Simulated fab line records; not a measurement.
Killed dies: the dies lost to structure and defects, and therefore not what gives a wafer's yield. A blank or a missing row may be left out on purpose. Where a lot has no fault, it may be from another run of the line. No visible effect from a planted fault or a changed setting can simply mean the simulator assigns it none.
fab line records + flow nandHarc
record:
- lots: 6
- wafers: 18
- lastDay: 25
route steps=1159 shown A_STAIRCASE@570 END@1159
lots untouched by any fault: they come from a run of this same line in which no faults occurred
startH: start of the lot's first displayed wafer, in hours after the record's first day + waitH: how many hours have passed since the lot's step before this one + " the same as in the row above + L1.1+2: one row covering several wafers at once + - no value present, or no start provided + * or withheld: withheld + < > ~ a bound
route shown NAME@n: names a module that has steps shown in the file, with the first one's number in the route + usual: average and standard deviation across the fault-free wafers + same: alike in all rows + chamber/n: place in a boat + sites: each site's reading + _std_site: standard deviation of those values + _edge_site: the outer-site mean with the inner-site mean subtracted + radiusMm: for every site, how far away it sits from the centre of the wafer + mask NAME#n: copy n + behind: the tool/chamber that last shaped the wafer + hold: reason for holding the lot/hours on hold/outcome of the hold + device: the n, p or np transistor that did not switch + end of line: tests run on the same wafers once the route is complete + where a step has no rows: the recipe by itself + killed: dies that structure and defects cost at the first sort, which is not the same as the wafer's yield + map: the dies of a wafer, with x for killed, . for not killed, _ for no die there
set.NAME: the run value of the setting; set.NAME@STEP: its run value at that earlier step + model.NAME: the simulator's own value behind a step, which no gauge read
a table for each step, a row for each wafer; lots at some steps of the route
services: the hour from which a tool's chamber was out of use, counted from the record's first day as startH (under 0 if before that day), plus the number of hours and why
== steps ==
step: NHARC_A_STAIRCASE_DEHYDRATE_176
recipe:
- tempC: 150
- timeS: 120
step: NHARC_A_STAIRCASE_HMDS_177
recipe:
- timeS: 30
step: NHARC_A_STAIRCASE_COAT_178
recipe:
- spinRpm: 1200
step: NHARC_A_STAIRCASE_SOFTBAKE_179
recipe:
- tempC: 135
- timeS: 170
step: NHARC_A_STAIRCASE_EBR_180
step: NHARC_A_STAIRCASE_EXPOSE_181
recipe:
- na: 0.5
- doseMj: 27.87
- maskId: STAIR_2
step: NHARC_A_STAIRCASE_PEB_182
recipe:
- pebTempC: 115
- pebTimeS: 130
step: NHARC_A_STAIRCASE_DEVELOP_183
recipe:
- timeS: 140
step: NHARC_A_STAIRCASE_HARDBAKE_185
recipe:
- tempC: 120
- timeS: 140
step: NHARC_A_STAIRCASE_DESCUM_186
recipe:
- timeS: 3
- o2FlowSccm: 200
- arFlowSccm: 0
- biasPowerW: 0
- chemistry: O2
usual:
- drypumpMotorCurrentA: 5.8/0.44
- oesProductAu: 0.997/0.011
- rfVppV: 57.8/0.86
- showerheadPlenumPTorr: 1.90/0.063
- throttleValvePct: 11.311/0.01
same:
- biasPowerW: 0
| lot.wafer | tool       | chamber | startH | waitH | drypumpMotorCurrentA | oesProductAu | rfHoursCounterH | rfVppV | showerheadPlenumPTorr | throttleValvePct |
|-----------|------------|---------|--------|-------|----------------------|--------------|-----------------|--------|-----------------------|------------------|
| L894.1    | rieDiel-02 | 3       | 251.79 | -     | 6.2                  | 1.004        | 35              | 57.4   | 1.92                  | 11.321           |
| L894.6    | "          | 3       | "      | "     | 6.2                  | 1.005        | -               | 58.3   | 1.92                  | 11.317           |
| L894.5    | "          | 0       | "      | "     | 5.1                  | 1.009        | -               | 58.1   | 1.93                  | 11.304           |
| L899.3    | rieDiel-02 | 0       | 289.63 | -     | 5.1                  | 1.006        | 49              | 56.0   | 1.92                  | 11.320           |
| L899.4    | "          | 1       | "      | "     | 6.0                  | 0.984        | 49              | 57.5   | 1.98                  | 11.322           |
| L899.2    | "          | 2       | "      | "     | 5.9                  | 0.993        | 48              | 56.8   | 1.83                  | 11.321           |
| L904.2    | rieDiel-02 | 2       | 326.30 | -     | 5.9                  | 0.997        | 62              | 58.9   | 1.83                  | 11.307           |
| L904.3    | "          | 3       | "      | "     | 6.2                  | 1.015        | 61              | 58.1   | 1.91                  | 11.302           |
| L904.5    | "          | 1       | "      | "     | 6.0                  | 0.987        | -               | 58.9   | 1.98                  | 11.328           |
| L909.2    | rieDiel-01 | 1       | 335.69 | -     | 5.7                  | 1.015        | 6               | 58.6   | 1.96                  | 11.302           |
| L909.3    | "          | 0       | "      | "     | 6.6                  | 0.998        | 7               | 57.7   | 1.86                  | 11.315           |
| L909.5    | "          | 2       | "      | "     | 5.9                  | 0.997        | -               | 56.7   | 1.88                  | 11.310           |
| L912.4    | rieDiel-08 | 1       | 361.27 | -     | 5.1                  | 0.995        | 26              | 57.3   | 1.85                  | 11.322           |
| L912.2    | "          | 3       | "      | "     | 5.3                  | 1.005        | 29              | 59.0   | 1.96                  | 11.329           |
| L912.5    | "          | 2       | "      | "     | 5.9                  | 1.012        | -               | 56.6   | 1.96                  | 11.301           |
| L916.2    | rieDiel-08 | 0       | 376.45 | -     | 6.1                  | 1.006        | 26              | 56.8   | 1.80                  | 11.330           |
| L916.1    | "          | 2       | "      | "     | 5.9                  | 0.999        | 33              | 58.6   | 1.96                  | 11.293           |
| L916.5    | "          | 3       | "      | "     | 5.2                  | 0.999        | -               | 58.8   | 1.96                  | 11.298           |
step: NHARC_A_STAIRCASE_TRIM_187
recipe:
- timeS: 211.2
- o2FlowSccm: 500
- arFlowSccm: 0
- biasW: 0
- chemistry: O2
usual:
- drypumpMotorCurrentA: 5.8/0.45
- oesProductAu: 0.995/0.011
- rfVppV: 57.5/0.95
- showerheadPlenumPTorr: 3.50/0.11
- throttleValvePct: 17.037/0.0091
| lot.wafer | tool       | chamber | startH | waitH | drypumpMotorCurrentA | oesProductAu | rfHoursCounterH | rfVppV | showerheadPlenumPTorr | throttleValvePct |
|-----------|------------|---------|--------|-------|----------------------|--------------|-----------------|--------|-----------------------|------------------|
| L894.1    | rieDiel-02 | 3       | 251.90 | 0.1   | 6.2                  | 1.014        | 35              | 57.4   | 3.54                  | 17.045           |
| L894.6    | "          | 1       | "      | "     | 6.0                  | 0.999        | -               | 59.7   | 3.65                  | 17.038           |
| L894.5    | "          | 2       | "      | "     | 5.9                  | 0.997        | -               | 57.0   | 3.39                  | 17.030           |
| L899.4    | rieDiel-02 | 3       | 289.71 | 0.1   | 6.2                  | 1.012        | 46              | 59.0   | 3.53                  | 17.052           |
| L899.3    | "          | 1       | "      | "     | 6.0                  | 0.999        | 49              | 56.3   | 3.64                  | 17.029           |
| L899.2    | "          | 2       | "      | "     | 5.9                  | 0.996        | 48              | 56.7   | 3.39                  | 17.039           |
| L904.2    | rieDiel-02 | 0       | 326.41 | 0.1   | 5.1                  | 1.009        | 63              | 57.1   | 3.53                  | 17.031           |
| L904.3    | "          | 1       | "      | "     | 6.0                  | 0.979        | 62              | 58.1   | 3.64                  | 17.060           |
| L904.5    | "          | 2       | "      | "     | 5.9                  | 1.002        | -               | 56.9   | 3.38                  | 17.029           |
| L909.3    | rieDiel-01 | 3       | 335.95 | 0.2   | 5.5                  | 0.988        | 7               | 56.9   | 3.33                  | 17.044           |
| L909.2    | "          | 0       | "      | "     | 6.6                  | 1.008        | 7               | 57.2   | 3.44                  | 17.032           |
| L909.5    | "          | 3       | "      | "     | 5.5                  | 0.989        | -               | 56.0   | 3.33                  | 17.032           |
| L912.4    | rieDiel-08 | 1       | 361.41 | 0.1   | 5.1                  | 0.999        | 26              | 56.7   | 3.42                  | 17.035           |
| L912.2    | "          | 2       | "      | "     | 5.9                  | 1.004        | 29              | 56.1   | 3.61                  | 17.028           |
| L912.5    | "          | 0       | "      | "     | 6.1                  | 1.006        | -               | 58.0   | 3.33                  | 17.030           |
| L916.1    | rieDiel-08 | 2       | 376.69 | 0.2   | 5.9                  | 0.993        | 33              | 56.9   | 3.61                  | 17.044           |
| L916.2    | "          | 3       | "      | "     | 5.3                  | 0.998        | 34              | 56.8   | 3.60                  | 17.036           |
| L916.5    | "          | 0       | "      | "     | 6.1                  | 1.005        | -               | 59.0   | 3.33                  | 17.034           |
step: NHARC_A_STAIRCASE_ETCH_188
recipe:
- targetDepthA: 1000
- timeS: 40.5
- ionEnergyEv: 400
- c4f8FlowSccm: 20
- o2FlowSccm: 10
- arFlowSccm: withheld
- rfW: 600
- biasW: 1000
- chemistry: C4F8/O2
usual:
- oesProductAu: 0.931/0.014
- rfVppV: 895/4.1
| lot.wafer | tool       | chamber | startH | waitH | oesProductAu | rfHoursCounterH | rfVppV |
|-----------|------------|---------|--------|-------|--------------|-----------------|--------|
| L894.1    | rieDiel-02 | 2       | 252.04 | -     | 0.948        | 35              | 891    |
| L894.5    | "          | 0       | "      | "     | 0.938        | -               | 896    |
| L894.6    | "          | 1       | "      | "     | 0.927        | -               | 899    |
| L899.3    | rieDiel-02 | 2       | 289.87 | -     | 1.117        | 48              | 889    |
| L899.4    | "          | 3       | "      | "     | 1.109        | 46              | 895    |
| L899.2    | "          | 0       | "      | "     | 1.111        | 50              | 896    |
| L904.3    | rieDiel-02 | 0       | 326.54 | -     | 1.143        | 63              | 896    |
| L904.2    | "          | 1       | "      | "     | 1.099        | 62              | 900    |
| L904.5    | "          | 2       | "      | "     | 1.102        | -               | 891    |
| L909.3    | rieDiel-01 | 0       | 336.73 | -     | 0.933        | 7               | 892    |
| L909.2    | "          | 1       | "      | "     | 0.937        | 7               | 898    |
| L909.5    | "          | 3       | "      | "     | 0.917        | -               | 889    |
| L912.4    | rieDiel-08 | 0       | 361.59 | -     | 0.916        | 22              | 887    |
| L912.2    | "          | 2       | "      | "     | 0.924        | 29              | 900    |
| L912.5    | "          | 0       | "      | "     | 0.924        | -               | 889    |
| L916.1    | rieDiel-08 | 0       | 376.81 | -     | 0.938        | 26              | 888    |
| L916.2    | "          | 2       | "      | "     | 0.928        | 33              | 900    |
| L916.5    | "          | 1       | "      | "     | 0.920        | -               | 893    |
step: NHARC_A_STAIRCASE_TRIM_189
recipe:
- timeS: 211.2
- o2FlowSccm: 500
- arFlowSccm: 0
- biasW: 0
- chemistry: O2
usual:
- drypumpMotorCurrentA: 5.8/0.44
- oesProductAu: 0.995/0.011
- rfVppV: 57.6/0.88
- showerheadPlenumPTorr: 3.50/0.11
- throttleValvePct: 17.036/0.01
| lot.wafer | tool       | chamber | startH | waitH | drypumpMotorCurrentA | oesProductAu | rfHoursCounterH | rfVppV | showerheadPlenumPTorr | throttleValvePct |
|-----------|------------|---------|--------|-------|----------------------|--------------|-----------------|--------|-----------------------|------------------|
| L894.1    | rieDiel-02 | 3       | -      | -     | 6.2                  | 1.005        | 36              | 56.5   | 3.54                  | 17.032           |
| L894.5    | "          | 2       | "      | "     | 5.9                  | 1.000        | -               | 58.9   | 3.39                  | 17.051           |
| L894.6    | "          | 3       | "      | "     | 6.2                  | 1.012        | -               | 56.7   | 3.54                  | 17.031           |
| L899.3    | rieDiel-02 | 1       | -      | -     | 6.0                  | 1.002        | 49              | 59.9   | 3.64                  | 17.015           |
| L899.2    | "          | 2       | "      | "     | 5.9                  | 0.990        | 48              | 57.2   | 3.39                  | 17.016           |
| L899.4    | "          | 3       | "      | "     | 6.2                  | 1.009        | 46              | 59.1   | 3.53                  | 17.030           |
| L904.2    | rieDiel-02 | 2       | -      | -     | 5.9                  | 0.996        | 62              | 57.3   | 3.38                  | 17.048           |
| L904.3    | "          | 0       | "      | "     | 5.1                  | 1.007        | 63              | 59.4   | 3.54                  | 17.046           |
| L904.5    | "          | 1       | "      | "     | 6.0                  | 0.989        | -               | 57.9   | 3.64                  | 17.050           |
| L909.3    | rieDiel-01 | 2       | -      | -     | 5.9                  | 0.994        | 7               | 57.3   | 3.47                  | 17.023           |
| L909.2    | "          | 3       | "      | "     | 5.5                  | 0.992        | 7               | 56.9   | 3.33                  | 17.022           |
| L909.5    | "          | 1       | "      | "     | 5.7                  | 1.003        | -               | 56.6   | 3.61                  | 17.040           |
| L912.2    | rieDiel-08 | 3       | -      | -     | 5.3                  | 0.995        | 30              | 58.8   | 3.60                  | 17.037           |
| L912.4    | "          | 1       | "      | "     | 5.1                  | 0.997        | 26              | 57.8   | 3.42                  | 17.029           |
| L912.5    | "          | 2       | "      | "     | 5.9                  | 0.996        | -               | 57.9   | 3.61                  | 17.031           |
| L916.2    | rieDiel-08 | 1       | -      | -     | 5.0                  | 0.987        | 30              | 58.1   | 3.42                  | 17.030           |
| L916.1    | "          | 2       | "      | "     | 5.9                  | 1.007        | 33              | 58.8   | 3.61                  | 17.037           |
| L916.5    | "          | 1       | "      | "     | 5.1                  | 0.996        | -               | 57.6   | 3.42                  | 17.047           |
step: NHARC_END_SORT_01
recipe:
- tempC: 25
usual:
- killedAtArray: 26/9.1
- killedAtOther: 0.7/0.9
- killedAtPeriphery: 3.6/2.8
- killedDies: 30/9.2
- killedOpen: 3.0/1.9
- killedShort: 2.0/1.4
same:
- grossDies: 677
| lot.wafer | tool      | chamber | startH | waitH | killedAtArray | killedAtOther | killedAtPeriphery | killedDies | killedOpen | killedShort |
|-----------|-----------|---------|--------|-------|---------------|---------------|-------------------|------------|------------|-------------|
| L894.1    | prober-01 | 0       | 444.54 | 2.5   | 23            | 1             | 4                 | 28         | 2          | 2           |
| L894.5    | prober-01 | 0       | 447.74 | 3.7   | 27            | 1             | 5                 | 33         | 2          | 4           |
| L894.6    | prober-01 | 0       | 448.54 | 4.0   | 25            | 0             | 4                 | 29         | 4          | 2           |
| L899.2    | prober-01 | 0       | 482.53 | 2.8   | 665           | 0             | 4                 | 669        | 2          | 2           |
| L899.3    | prober-01 | 0       | 483.32 | 3.1   | 662           | 3             | 7                 | 672        | 2          | 1           |
| L899.4    | prober-01 | 0       | 484.10 | 3.4   | 657           | 1             | 1                 | 659        | 3          | 1           |
| L904.2    | prober-02 | 0       | 538.17 | 2.8   | 666           | 0             | 3                 | 669        | 4          | 5           |
| L904.3    | prober-02 | 0       | 538.97 | 3.1   | 638           | 1             | 2                 | 641        | 1          | 2           |
| L904.5    | prober-02 | 0       | 540.58 | 3.7   | 670           | 1             | 1                 | 672        | 4          | 3           |
| L912.2    | prober-01 | 0       | 578.31 | 2.8   | 51            | 0             | 0                 | 51         | 4          | 3           |
| L912.4    | prober-01 | 0       | 579.89 | 3.4   | 42            | 0             | 1                 | 43         | 2          | 0           |
| L912.5    | prober-01 | 0       | 580.68 | 3.7   | 50            | 1             | 2                 | 53         | 4          | 2           |
| L916.1    | prober-02 | 0       | 585.03 | 2.5   | 40            | 0             | 4                 | 44         | 5          | 3           |
| L916.2    | prober-02 | 0       | 585.83 | 2.8   | 40            | 0             | 6                 | 46         | 3          | 1           |
| L916.5    | prober-02 | 0       | 588.25 | 3.7   | 25            | 0             | 1                 | 26         | 2          | 0           |
killed by level:class
L894.1 A_CHANNEL_HOLE_D1:chamberFilmFlake=11 P_M0:chamberFilmFlake=3 A_WL_FILL:chamberFilmFlake=3 A_STAIRCASE:chamberFilmFlake=2 A_CONTACT:chamberFilmFlake=2 A_CHANNEL_FILL_D1:geometricParticle:open=1 A_SGD_CUT:geometricParticle:short=1 A_CONTACT:geometricParticle:short=1
L894.5 A_CHANNEL_HOLE_D1:chamberFilmFlake=12 A_STAIRCASE:chamberFilmFlake=7 A_WL_FILL:chamberFilmFlake=3 P_M0:chamberFilmFlake=2 P_CONTACT:geometricParticle:open=1 P_M0:geometricParticle:short=1 A_CHANNEL_FILL_D1:geometricParticle:open=1 A_SGD_CUT:geometricParticle:short=1
L894.6 A_CHANNEL_HOLE_D1:chamberFilmFlake=8 A_WL_FILL:chamberFilmFlake=6 A_CONTACT:chamberFilmFlake=5 P_M0:chamberFilmFlake=2 P_CONTACT:geometricParticle:open=1 P_M0:geometricParticle:open=1 A_ONON_D1:geometricParticle:open=1 A_ONON_D1:geometricParticle:short=1
L899.2 A_STAIRCASE:areaEtch=649 A_STAIRCASE:chamberFilmFlake=6 A_CHANNEL_HOLE_D1:chamberFilmFlake=5 P_STI:chamberFilmFlake=2 A_CONTACT:chamberFilmFlake=2 P_CONTACT:geometricParticle:short=1 P_CONTACT:geometricParticle:open=1 A_SOURCE_PLATE:geometricParticle:short=1
L899.3 A_STAIRCASE:areaEtch=652 A_CONTACT:chamberFilmFlake=5 P_STI:chamberFilmFlake=4 THIN_TSV:chamberFilmFlake=3 A_CHANNEL_HOLE_D1:chamberFilmFlake=2 P_CONTACT:geometricParticle:open=1 A_SOURCE_PLATE:geometricParticle:short=1 A_CONTACT:geometricParticle:open=1
L899.4 A_STAIRCASE:areaEtch=640 A_CHANNEL_HOLE_D1:chamberFilmFlake=5 A_STAIRCASE:chamberFilmFlake=5 A_ONON_D1:geometricParticle:open=1 A_CHANNEL_FILL_D1:geometricParticle:open=1 A_CONTACT:geometricParticle:short=1 A_CONTACT:geometricParticle:open=1 P_GATE:chamberFilmFlake=1
L904.2 A_STAIRCASE:areaEtch=617 A_CHANNEL_HOLE_D1:chamberFilmFlake=22 A_SLIT:chamberFilmFlake=10 A_STAIRCASE:chamberFilmFlake=4 A_CONTACT:chamberFilmFlake=3 P_M0:geometricParticle:open=2 A_WL_FILL:geometricParticle:short=2 A_SOURCE_PLATE:geometricParticle:open=1
L904.3 A_STAIRCASE:areaEtch=589 A_CHANNEL_HOLE_D1:chamberFilmFlake=29 A_SLIT:chamberFilmFlake=9 A_CONTACT:chamberFilmFlake=6 A_STAIRCASE:chamberFilmFlake=2 P_CONTACT:geometricParticle:short=1 A_CHANNEL_FILL_D1:geometricParticle:short=1 A_M1:geometricParticle:open=1
L904.5 A_STAIRCASE:areaEtch=625 A_SLIT:chamberFilmFlake=16 A_CHANNEL_HOLE_D1:chamberFilmFlake=12 A_CONTACT:chamberFilmFlake=3 A_WL_FILL:geometricParticle:short=2 A_ZERO_WELL:chamberFilmFlake=2 A_SGD_CUT:chamberFilmFlake=2 A_WL_FILL:chamberFilmFlake=2
L912.2 A_CHANNEL_HOLE_D1:chamberFilmFlake=18 A_SLIT:chamberFilmFlake=17 A_CONTACT:chamberFilmFlake=6 A_ZERO_WELL:chamberFilmFlake=3 A_CONTACT:geometricParticle:open=2 A_ONON_D1:geometricParticle:short=1 A_WL_FILL:geometricParticle:short=1 A_WL_FILL:geometricParticle:open=1
L912.4 A_CHANNEL_HOLE_D1:chamberFilmFlake=21 A_SLIT:chamberFilmFlake=12 A_CONTACT:chamberFilmFlake=6 P_CONTACT:geometricParticle:open=1 A_CONTACT:geometricParticle:open=1 A_ZERO_WELL:chamberFilmFlake=1 A_CHANNEL_FILL_D1:chamberFilmFlake=1
L912.5 A_CHANNEL_HOLE_D1:chamberFilmFlake=24 A_SLIT:chamberFilmFlake=14 A_CONTACT:chamberFilmFlake=7 P_M0:geometricParticle:open=1 P_M1:geometricParticle:open=1 A_SGD_CUT:geometricParticle:open=1 A_M1:geometricParticle:open=1 A_M1:geometricParticle:short=1
L916.1 A_SLIT:chamberFilmFlake=17 A_CHANNEL_HOLE_D1:chamberFilmFlake=11 P_STI:chamberFilmFlake=3 A_CHANNEL_FILL_D1:geometricParticle:short=2 A_CONTACT:geometricParticle:open=2 A_CHANNEL_FILL_D1:chamberFilmFlake=2 P_GATE:geometricParticle:open=1 A_SOURCE_PLATE:geometricParticle:open=1
L916.2 A_SLIT:chamberFilmFlake=18 A_CHANNEL_HOLE_D1:chamberFilmFlake=12 A_CONTACT:chamberFilmFlake=4 P_ZERO_WELL:chamberFilmFlake=3 P_STI:chamberFilmFlake=2 A_STAIRCASE:chamberFilmFlake=2 A_WL_FILL:geometricParticle:open=1 A_CONTACT:geometricParticle:open=1
L916.5 A_SLIT:chamberFilmFlake=15 A_CHANNEL_HOLE_D1:chamberFilmFlake=9 P_M0:geometricParticle:open=1 A_M0:geometricParticle:open=1
map L899.3 (x killed, . not)
____________x____________
_________xxxxxxx_________
_______xxxxxxxxxxx_______
______xxxxxxxxxxxxx______
_____xxxxxxxxxxxxxxx_____
____xxxxxxxxxxxxxxxxx____
____xxxxxxxxxxxxxxxxx____
___xxxxxxxx.xxxxxxxxxx___
___xxxxxxxxxxxxxxxxxxx___
__xxxxxxxxxxxxxxxxxxxxx__
__xxxxxxxxxxxxxxxxxxxxx__
_xxxxxxxxxxxxxxxxxxxxxxx_
_xxxxxxxxxxxxxxxxxxxxxxx_
_xxxxxxxxxxxxxxxxxxxxxxx_
_xxxxxxxxxxxxxxxxxxxxxxx_
_xxxxxxxxxxxxxxxxxxxxxxx_
xxxxxxxxxxxxxxxxxxxxxxxxx
xxxxxxxxxxxxxx.xxxxxxxxxx
xxxxxxxxxxxxxxxxxxxxxxxxx
xxxxxxxxxxxxxxxxxxxxxxxxx
xxxxxx..xxxxxxxxxxxxxxxxx
_xxxxxxxxxxxxxxxxxxxxxxx_
_xxxxxxxxxxxxxxxxxxxxxxx_
_xxxxxxxxxxxxxxxxxxxxxxx_
_xxxxxx.xxxxxxxxxxxxxxxx_
_xxxxxxxxxxxxxxxxxxxxxxx_
__xxxxxxxxxxxxxxxxxxxxx__
__xxxxxxxxxxxxxxxxxxxxx__
___xxxxxxxxxxxxxxxxxxx___
___xxxxxxxxxxxxxxxxxxx___
____xxxxxxxxxxxxxxxxx____
____xxxxxxxxxxxxxxxxx____
_____xxxxxxxxxxxxxxx_____
______xxxxxxxxxxxxx______
_______xxxxxxxxxxx_______
_________xxxxxxx_________
____________x____________
map L904.5 (x killed, . not)
____________x____________
_________xxxxxxx_________
_______xxxxxxxxxxx_______
______xxxxxxxxxxxxx______
_____xxxxxxxxxxxxxxx_____
____xxxxxxxxxxxxxxxxx____
____xxxxxxxxxxxxxxxxx____
___xxxxxxxxxxxxxxxxxxx___
___xxxxxxxxxxxxxxxxxxx___
__xxxxxxxxxxxxxxxxxxxxx__
__xxxxxxxxxxxxxxxxxxxxx__
_xxxxxxxxxxxxxxxxxxxxxxx_
_xxxxxxxxxxxxxxxxxxxxxxx_
_xxxxxxxxxxxxxxxxxxxxxxx_
_xxxxxxxxxxxxxxxxxxxxxxx_
_xxxxxxxxxxxxxxxxxxxxxxx_
xxxxxxxxxxxxxxxxxxxxxxxxx
xxxxxxxxxxxxxxxxxxxxxxxxx
xxxxxxxx.xxxxxxxxxxxxxxxx
xxxxxxxxxxxxxxxxxxxxxxxxx
xxxxxxxxxxxxxxxxxxxxxxxxx
_xxxxxxxxxxxxxxxxxxxxxxx_
_xxxx.xxxxxxxxxxxxxxxxxx_
_xxxxxxxxxxxxxxxxxxxxxxx_
_xxxxxxxxxxxxxxxxxxxxxxx_
_xxxxxxxxxxxxxxxxxxxxxxx_
__xxxxxxxxxxxxxx.xxxxxx__
__xxxxxx.xxxxxxxxxxxxxx__
___xx.xxxxxxxxxxxxxxxx___
___xxxxxxxxxxxxxxxxxxx___
____xxxxxxxxxxxxxxxxx____
____xxxxxxxxxxxxxxxxx____
_____xxxxxxxxxxxxxxx_____
______xxxxxxxxxxxxx______
_______xxxxxxxxxxx_______
_________xxxxxxx_________
____________x____________
== services ==
| tool       | chamber | startH | hours | kind   |
|------------|---------|--------|-------|--------|
| rieDiel-02 | 0       | 234.29 | -     | clean  |
| rieDiel-02 | 1       | 234.29 | -     | clean  |
| rieDiel-02 | 2       | 234.29 | -     | clean  |
| rieDiel-02 | 3       | 234.29 | -     | clean  |
| rieDiel-08 | 0       | 240.17 | 12.9  | repair |
| rieDiel-01 | 3       | 256.86 | 8.8   | repair |
| rieDiel-02 | 0       | 258.79 | -     | clean  |
| rieDiel-02 | 1       | 258.79 | -     | clean  |
| rieDiel-02 | 2       | 258.79 | -     | clean  |
| rieDiel-02 | 3       | 258.79 | -     | clean  |
| rieDiel-02 | 3       | 267.86 | 7.5   | repair |
| rieDiel-02 | 0       | 283.29 | -     | clean  |
| rieDiel-02 | 1       | 283.29 | -     | clean  |
| rieDiel-02 | 2       | 283.29 | -     | clean  |
| rieDiel-02 | 3       | 283.29 | -     | clean  |
| rieDiel-08 | -       | 301.82 | 9.0   | pm     |
| rieDiel-02 | 0       | 307.79 | -     | clean  |
| rieDiel-02 | 1       | 307.79 | -     | clean  |
| rieDiel-02 | 2       | 307.79 | -     | clean  |
| rieDiel-01 | -       | 314.97 | 9.0   | pm     |
| rieDiel-08 | 0       | 318.40 | 14.4  | repair |
| rieDiel-02 | -       | 328.58 | 9.0   | pm     |
| rieDiel-08 | 1       | 331.54 | 11.2  | repair |
| rieDiel-02 | 0       | 337.94 | 7.0   | repair |
== key ==
firstSign:
- step: NHARC_A_STAIRCASE_ETCH_188
- reading: oesProductAu
- direction: up
- sigmas: 13
- usual: 0.931
- struck: 1.113
effect:
- step: NHARC_END_SORT_01
- reading: killedAtArray
- direction: up
- sigmas: 69
- usual: 26
- struck: 660
moreKillsBornAt:
- NHARC_A_STAIRCASE_ETCH_188@rieDiel-02: 3772
metAt NHARC_A_STAIRCASE_ETCH_188
struckWafers L899.2,L899.3,L899.4,L904.2,L904.3,L904.5
laterRowsLeftOut L899.2,L899.3,L899.4,L904.2,L904.3,L904.5
testerLeftOut L899,L904
onsetBetween 252.04 289.87
fault:
- kind: processParameterDrift
- tool: rieDiel-02
- chamber: -
- onsetH: 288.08
- steps: NHARC_A_STAIRCASE_ETCH_188
- channel: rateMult
- offset: 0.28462
- shape: step
- endH: 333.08
testerLeftOut: of these lots the tester's yield and bins aren't shown, on N5 and GAA mostly nor the transistor test; their killed dies are dies lost to structure and defects alone, not to doping, threshold or leakage, so they don't give the yield
laterRowsLeftOut: the simulator's readings of these wafers behind a module that went badly wrong aren't trusted and aren't shown, but for the sort
